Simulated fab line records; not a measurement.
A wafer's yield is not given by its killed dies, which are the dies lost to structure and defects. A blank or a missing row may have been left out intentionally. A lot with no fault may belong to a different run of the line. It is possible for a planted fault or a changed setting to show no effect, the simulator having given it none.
Chamber matching + flow n5_finfet + N5_FIN_SAQP_MANDREL2_REMOVE_60 on rie_si-01: 4 sister chambers
The step chemistry HBr/Cl2/O2, target a-Si, stops on SiNx, bt time 10 s. 14 wafers are shown with their chamber, then 7 later ones without.

## WAFERS WITH THEIR CHAMBER
| wafer  | chamber | drypump_motor_current_A (A) | throttle_valve_pct (%) | oes_product_au (a.u.) |
|--------|---------|-----------------------------|------------------------|-----------------------|
| L075.3 | 3       | 5.3                         | 36.6                   | 1.029                 |
| L075.4 | 0       | 6.0                         | 36.7                   | 0.979                 |
| L075.6 | 2       | 5.4                         | 36.7                   | 1.003                 |
| L078.2 | 3       | 5.3                         | 36.7                   | 1.024                 |
| L078.3 | 1       | 6.3                         | 36.5                   | 1.004                 |
| L078.5 | 2       | 5.4                         | 36.7                   | 1.005                 |
| L082.1 | 3       | 5.3                         | 36.7                   | 1.024                 |
| L082.2 | 2       | 5.3                         | 36.7                   | 1.010                 |
| L082.6 | 3       | 5.3                         | 36.7                   | 1.028                 |
| L083.1 | 1       | 6.3                         | 36.5                   | 1.008                 |
| L083.2 | 3       | 5.3                         | 36.6                   | 1.016                 |
| L083.5 | 1       | 6.3                         | 36.5                   | 1.003                 |
| L085.1 | 0       | 6.0                         | 36.7                   | 0.976                 |
| L085.3 | 3       | 5.3                         | 36.7                   | 1.015                 |

SIGNATURES, as means of the wafers listed above
| reading                 | chamber 0 | chamber 1 | chamber 2 | chamber 3 | scatter within a chamber |
|-------------------------|-----------|-----------|-----------|-----------|--------------------------|
| drypump_motor_current_A | 6.000     | 6.300     | 5.367     | 5.300     | 0.0258                   |
| throttle_valve_pct      | 36.700    | 36.500    | 36.700    | 36.667    | 0.0365                   |
| oes_product_au          | 0.97750   | 1.00500   | 1.00600   | 1.02267   | 0.00469                  |
Rule: distance of a wafer from a chamber = root of the sum over the readings of ((wafer's reading minus chamber's mean) / reading's scatter) squared. The wafer belongs to the nearest chamber; if the next one is less than 2 further off, it can't be placed. How the scatter is found: for the shown wafers, subtract from each reading the mean of its chamber, square and add these, divide the total by (wafers less chambers), then take the root.

## WAFERS WHOSE CHAMBER IS MISSING
| wafer  | drypump_motor_current_A (A) | throttle_valve_pct (%) | oes_product_au (a.u.) |
|--------|-----------------------------|------------------------|-----------------------|
| L085.5 | 6.0                         | 36.7                   | 0.981                 |
| L094.2 | 5.4                         | 36.7                   | 1.015                 |
| L094.4 | 6.3                         | 36.5                   | 1.015                 |
| L094.6 | 5.4                         | 36.7                   | 1.005                 |
| L097.2 | 6.0                         | 36.7                   | 0.979                 |
| L097.3 | 6.3                         | 36.5                   | 1.014                 |
| L097.4 | 5.3                         | 36.7                   | 1.009                 |

## WHICH CHAMBER EACH ONE RAN IN
| wafer  | from the rows above     | in truth |
|--------|-------------------------|----------|
| L085.5 | 0                       | 0        |
| L094.2 | can't be placed: 2 or 3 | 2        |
| L094.4 | 1                       | 1        |
| L094.6 | 2                       | 2        |
| L097.2 | 0                       | 0        |
| L097.3 | 1                       | 1        |
| L097.4 | can't be placed: 2 or 3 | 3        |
5 of 7 placed correctly. Not placeable from these rows: 2 (in 2, the candidates include the true chamber). Wrongly placed: 0.
